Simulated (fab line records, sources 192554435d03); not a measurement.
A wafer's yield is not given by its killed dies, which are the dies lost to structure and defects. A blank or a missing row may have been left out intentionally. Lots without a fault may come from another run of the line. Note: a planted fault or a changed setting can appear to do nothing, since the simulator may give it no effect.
Which tool was responsible? | flow n5_finfet | 24 lots, 72 wafers sampled, at 6 steps of a route of 1938

WHAT THE GAUGES SHOWED, per wafer
N5_BEOL_M2_CD_MEAS_35: target cd 18 nm, target cd y 22.2 nm. Usual: cd_nm reads 17.9 nm (standard deviation 0.31).
lot  | measured     | on        | cd_nm (nm)     | flag
L074 | day 6 11:43  | cd_sem-03 | 18.0 18.0 18.0 |
L075 | day 6 23:39  | cd_sem-01 | 17.8 17.6 17.4 |
L076 | day 7 05:28  | cd_sem-03 | 17.6 17.2 17.3 |
L077 | day 7 07:19  | cd_sem-03 | 18.2 17.8 18.1 |
L078 | day 7 23:49  | cd_sem-01 | 17.7 18.2 17.6 |
L079 | day 8 01:03  | cd_sem-01 | 17.8 17.6 18.0 |
L080 | day 8 03:20  | cd_sem-01 | 17.9 17.6 17.5 |
L081 | day 8 10:27  | cd_sem-02 | 17.9 18.1 17.8 |
L082 | day 8 23:07  | cd_sem-03 | 18.3 17.8 17.8 |
L083 | day 9 07:35  | cd_sem-01 | 18.4 18.2 18.1 |
L084 | day 9 11:17  | cd_sem-01 | 18.1 17.6 17.9 |
L085 | day 9 11:51  | cd_sem-02 | 17.9 17.8 17.4 |
L086 | day 9 19:47  | cd_sem-02 | 18.1 17.9 18.1 |
L087 | day 9 19:49  | cd_sem-03 | 17.7 17.9 17.8 |
L088 | day 10 05:46 | cd_sem-01 | 18.4 17.9 17.4 |
L089 | day 10 10:58 | cd_sem-02 | 18.1 17.4 17.4 |
L090 | day 11 01:21 | cd_sem-01 | 17.2 17.4 17.3 |
L091 | day 11 08:35 | cd_sem-01 | 17.8 17.6 17.8 |
L092 | day 11 14:22 | cd_sem-01 | 17.8 17.8 17.9 |
L093 | day 11 17:17 | cd_sem-02 | 18.3 18.0 18.0 |
L094 | day 11 20:14 | cd_sem-02 | 17.7 17.6 18.4 |
L095 | day 11 21:51 | cd_sem-02 | 17.7 17.5 18.3 |
L097 | day 12 08:17 | cd_sem-02 | 18.2 18.4 18.2 |
L096 | day 12 18:33 | cd_sem-01 | 17.5 17.8 17.4 |

N5_BEOL_M2_THK_MEAS_53: measures by xrf. Usual: M2_THK typically reads 40.1 nm, with standard deviation 1.3.
lot  | measured     | on            | M2_THK (nm)    | flag
L074 | day 6 15:08  | film_metro-02 | 42.4 39.5 41.2 |
L075 | day 7 02:59  | film_metro-02 | 41.1 40.0 39.1 |
L076 | day 7 10:54  | film_metro-02 | 39.0 38.7 38.4 |
L077 | day 7 11:26  | film_metro-02 | 41.5 40.1 41.6 |
L078 | day 8 03:08  | film_metro-02 | 40.6 40.4 41.8 |
L079 | day 8 05:20  | film_metro-02 | 39.2 40.9 39.6 |
L080 | day 8 07:16  | film_metro-02 | 39.6 39.4 42.1 |
L081 | day 8 14:23  | film_metro-02 | 39.8 40.5 39.7 |
L082 | day 9 02:56  | film_metro-01 | 39.7 38.9 38.7 |
L083 | day 9 11:42  | film_metro-01 | 42.6 39.7 40.6 |
L084 | day 9 14:51  | film_metro-01 | 39.5 39.6 40.2 |
L085 | day 9 15:41  | film_metro-02 | 40.3 40.1 40.3 |
L086 | day 9 23:18  | film_metro-02 | 41.8 41.0 41.1 |
L087 | day 9 23:34  | film_metro-01 | 39.4 39.3 39.5 |
L088 | day 10 09:02 | film_metro-01 | 41.2 40.8 39.2 |
L089 | day 10 14:40 | film_metro-01 | 38.5 39.4 38.4 |
L090 | day 11 05:14 | film_metro-02 | 37.3 36.4 41.1 |
L091 | day 11 11:59 | film_metro-02 | 39.8 41.1 40.3 |
L092 | day 11 18:05 | film_metro-01 | 39.8 42.0 40.0 |
L093 | day 11 20:44 | film_metro-02 | 40.0 41.4 39.3 |
L094 | day 11 23:33 | film_metro-02 | 40.5 39.8 39.2 |
L095 | day 12 02:36 | film_metro-02 | 38.9 38.6 41.6 |
L097 | day 12 12:37 | film_metro-01 | 38.9 39.5 39.5 |
L096 | day 12 22:08 | film_metro-01 | 41.8 40.7 40.3 |

N5_BEOL_M2_INSPECT_59: inspects for defects (darkfield). Usual: raw_defect_count reads 75 (standard deviation 22).
lot  | measured     | on                | raw_defect_count | flag
L074 | day 6 15:26  | defect_inspect-01 | 47 58 87         |
L075 | day 7 03:16  | defect_inspect-01 | 80 81 93         |
L076 | day 7 11:11  | defect_inspect-02 | 120 66 102       |
L077 | day 7 11:44  | defect_inspect-02 | 118 129 87       |
L078 | day 8 03:26  | defect_inspect-02 | 79 72 55         |
L079 | day 8 05:38  | defect_inspect-01 | 81 94 99         |
L080 | day 8 07:33  | defect_inspect-02 | 47 47 65         |
L081 | day 8 14:40  | defect_inspect-01 | 71 60 75         |
L082 | day 9 03:15  | defect_inspect-01 | 88 58 132        |
L083 | day 9 11:59  | defect_inspect-02 | 100 98 56        |
L084 | day 9 15:08  | defect_inspect-02 | 113 76 49        |
L085 | day 9 15:59  | defect_inspect-01 | 80 79 81         |
L086 | day 9 23:38  | defect_inspect-02 | 93 96 100        |
L087 | day 9 23:52  | defect_inspect-01 | 62 59 49         |
L088 | day 10 09:22 | defect_inspect-01 | 59 96 69         |
L089 | day 10 14:58 | defect_inspect-01 | 74 57 102        |
L090 | day 11 05:32 | defect_inspect-02 | 105 63 74        |
L091 | day 11 12:17 | defect_inspect-02 | 70 77 90         |
L092 | day 11 18:25 | defect_inspect-02 | 60 61 63         |
L093 | day 11 21:14 | defect_inspect-02 | 84 53 65         |
L094 | day 11 23:55 | defect_inspect-02 | 73 53 70         |
L095 | day 12 03:07 | defect_inspect-02 | 68 43 73         |
L097 | day 12 12:56 | defect_inspect-02 | 58 113 53        |
L096 | day 12 22:26 | defect_inspect-02 | 62 57 54         |

N5_BEOL_M3_THK_MEAS_01. Usual: M3_ILD_THK typically reads 79.1 nm, with standard deviation 0.9.
lot  | measured     | on            | M3_ILD_THK (nm) | flag
L074 | day 6 15:33  | film_metro-01 | 78.6 79.5 79.0  |
L075 | day 7 03:22  | film_metro-01 | 78.8 78.6 79.7  |
L076 | day 7 11:18  | film_metro-02 | 79.1 78.3 79.9  |
L077 | day 7 11:50  | film_metro-02 | 77.6 78.4 79.1  |
L078 | day 8 03:32  | film_metro-02 | 79.0 79.1 80.6  |
L079 | day 8 05:44  | film_metro-01 | 78.4 80.5 81.5  |
L080 | day 8 07:40  | film_metro-02 | 78.3 79.6 79.9  |
L081 | day 8 14:46  | film_metro-02 | 78.8 78.9 78.9  |
L082 | day 9 03:22  | film_metro-02 | 78.9 78.5 79.1  |
L083 | day 9 12:06  | film_metro-02 | 79.0 79.2 79.4  |
L084 | day 9 15:16  | film_metro-02 | 78.8 79.2 79.6  |
L085 | day 9 16:06  | film_metro-02 | 78.4 79.5 79.4  |
L086 | day 9 23:46  | film_metro-02 | 78.7 79.4 79.9  |
L087 | day 9 23:59  | film_metro-01 | 78.5 77.8 79.4  |
L088 | day 10 09:29 | film_metro-02 | 78.5 80.7 80.1  |
L089 | day 10 15:04 | film_metro-02 | 78.4 78.8 78.9  |
L090 | day 11 05:39 | film_metro-02 | 78.3 79.5 79.1  |
L091 | day 11 12:23 | film_metro-01 | 78.1 79.6 80.1  |
L092 | day 11 18:31 | film_metro-01 | 77.2 77.0 78.0  |
L093 | day 11 21:20 | film_metro-01 | 79.5 81.2 80.0  |
L094 | day 12 00:01 | film_metro-02 | 78.1 80.5 79.4  |
L095 | day 12 03:14 | film_metro-01 | 78.3 80.6 80.2  |
L097 | day 12 13:02 | film_metro-02 | 78.2 77.7 79.4  |
L096 | day 12 22:32 | film_metro-01 | 77.4 79.3 79.0  |

WHAT TOOL EACH LOT RAN ON (gives the tool, then ch and the chambers of the sampled wafers, and finally the start)
lot  | N5_BEOL_M2_SPUTTER_48        | N5_BEOL_M2_ANNEAL_87
L074 | pvd_sputter-01, day 6 12:31  | pvd_sputter-01, day 6 13:15
L075 | pvd_sputter-01, day 7 00:26  | pvd_sputter-01, day 7 01:10
L076 | pvd_sputter-03, day 7 06:56  | pvd_sputter-03, day 7 07:41
L077 | pvd_sputter-01, day 7 08:16  | pvd_sputter-01, day 7 09:01
L078 | pvd_sputter-03, day 8 00:35  | pvd_sputter-03, day 8 01:20
L079 | pvd_sputter-03, day 8 02:47  | pvd_sputter-03, day 8 03:32
L080 | pvd_sputter-03, day 8 04:43  | pvd_sputter-03, day 8 05:27
L081 | pvd_sputter-02, day 8 11:50  | pvd_sputter-02, day 8 12:34
L082 | pvd_sputter-01, day 9 00:23  | pvd_sputter-01, day 9 01:07
L083 | pvd_sputter-02, day 9 09:09  | pvd_sputter-02, day 9 09:53
L084 | pvd_sputter-02, day 9 12:18  | pvd_sputter-02, day 9 13:02
L085 | pvd_sputter-01, day 9 13:08  | pvd_sputter-01, day 9 13:53
L086 | pvd_sputter-02, day 9 20:45  | pvd_sputter-02, day 9 21:29
L087 | pvd_sputter-01, day 9 20:59  | pvd_sputter-01, day 9 21:44
L088 | pvd_sputter-03, day 10 06:30 | pvd_sputter-03, day 10 07:14
L089 | pvd_sputter-02, day 10 12:07 | pvd_sputter-02, day 10 12:52
L090 | pvd_sputter-03, day 11 02:41 | pvd_sputter-03, day 11 03:26
L091 | pvd_sputter-02, day 11 09:26 | pvd_sputter-02, day 11 10:10
L092 | pvd_sputter-03, day 11 15:12 | pvd_sputter-03, day 11 15:56
L093 | pvd_sputter-03, day 11 18:10 | pvd_sputter-03, day 11 18:55
L094 | pvd_sputter-01, day 11 21:00 | pvd_sputter-01, day 11 21:44
L095 | pvd_sputter-03, day 11 23:29 | pvd_sputter-03, day 12 00:14
L097 | pvd_sputter-03, day 12 09:58 | pvd_sputter-03, day 12 10:42
L096 | pvd_sputter-02, day 12 19:34 | pvd_sputter-02, day 12 20:19
- N5_BEOL_M2_SPUTTER_48: material Cu, target thk 4.5 nm, time 8.29 s.
- N5_BEOL_M2_ANNEAL_87: time 240 s.

AS READ BY THE TOOLS THEMSELVES (means over the sampled wafers that have a number; for cases with no such wafer, the mark the record gives instead)
N5_BEOL_M2_SPUTTER_48. Usual: susceptor_temp_C -20.01 C, standard deviation 0.11; throttle_valve_pct 30.0 %, standard deviation 0.91.
lot  | tool           | susceptor_temp_C (C) | throttle_valve_pct (%) | flag
L074 | pvd_sputter-01 | -20.17               | 30.8                   |
L075 | pvd_sputter-01 | -19.93               | 30.6                   |
L076 | pvd_sputter-03 | -19.99               | 29.7                   |
L077 | pvd_sputter-01 | -20.02               | 31.1                   |
L078 | pvd_sputter-03 | -20.06               | 30.5                   |
L079 | pvd_sputter-03 | -20.00               | 29.9                   |
L080 | pvd_sputter-03 | -20.05               | 30.2                   |
L081 | pvd_sputter-02 | -19.95               | 29.3                   |
L082 | pvd_sputter-01 | -20.08               | 30.3                   |
L083 | pvd_sputter-02 | -20.00               | 28.9                   |
L084 | pvd_sputter-02 | -20.04               | 29.2                   |
L085 | pvd_sputter-01 | -20.04               | 30.7                   |
L086 | pvd_sputter-02 | -20.10               | 29.2                   |
L087 | pvd_sputter-01 | -19.86               | 30.8                   |
L088 | pvd_sputter-03 | -19.93               | 29.4                   |
L089 | pvd_sputter-02 | -19.97               | 29.1                   |
L090 | pvd_sputter-03 | -20.06               | 30.5                   |
L091 | pvd_sputter-02 | -19.95               | 29.3                   |
L092 | pvd_sputter-03 | -20.04               | 30.5                   |
L093 | pvd_sputter-03 | -20.05               | 30.4                   |
L094 | pvd_sputter-01 | -20.06               | 30.4                   |
L095 | pvd_sputter-03 | -19.99               | 30.5                   |
L097 | pvd_sputter-03 | -20.05               | 29.9                   |
L096 | pvd_sputter-02 | -19.92               | 29.3                   |

N5_BEOL_M2_ANNEAL_87. Usual: heater_power_w 870 W, standard deviation 68; susceptor_temp_C 399.96 C, standard deviation 0.21.
lot  | tool           | heater_power_w (W) | susceptor_temp_C (C) | flag
L074 | pvd_sputter-01 | 860                | 399.95               |
L075 | pvd_sputter-01 | 864                | 399.91               |
L076 | pvd_sputter-03 | 835                | 399.89               |
L077 | pvd_sputter-01 | 863                | 399.94               |
L078 | pvd_sputter-03 | 852                | 399.75               |
L079 | pvd_sputter-03 | 813                | 399.96               |
L080 | pvd_sputter-03 | 870                | 399.78               |
L081 | pvd_sputter-02 | 934                | 399.85               |
L082 | pvd_sputter-01 | 852                | 400.01               |
L083 | pvd_sputter-02 | 901                | 399.81               |
L084 | pvd_sputter-02 | 845                | 400.05               |
L085 | pvd_sputter-01 | 839                | 399.93               |
L086 | pvd_sputter-02 | 859                | 399.91               |
L087 | pvd_sputter-01 | 851                | 399.77               |
L088 | pvd_sputter-03 | 824                | 399.88               |
L089 | pvd_sputter-02 | 838                | 399.82               |
L090 | pvd_sputter-03 | 867                | 400.04               |
L091 | pvd_sputter-02 | 934                | 400.08               |
L092 | pvd_sputter-03 | 867                | 400.27               |
L093 | pvd_sputter-03 | 852                | 399.83               |
L094 | pvd_sputter-01 | 844                | 400.05               |
L095 | pvd_sputter-03 | 844                | 399.94               |
L097 | pvd_sputter-03 | 815                | 400.21               |
L096 | pvd_sputter-02 | 912                | 399.96               |

THE ANSWER, worked out from the rows above alone
Rule: take the mean of a lot's wafers that have a number; if it is more than 3 standard deviations from the usual mean, the lot is off. A lot without any number at a reading at which 4 lots or more have one is off too. All remaining lots with rows at the step are treated as sound. After the gauges, taken in route order, come the tools' own readings; for these a lot's mean is taken, as printed above. At the first step where some lot is off, the reading lying furthest off is the one used; lots without a number count as furthest.
None of the lots is off at any reading shown; this tells nothing.

WHAT HAD BEEN PUT IN BY THE SIMULATOR
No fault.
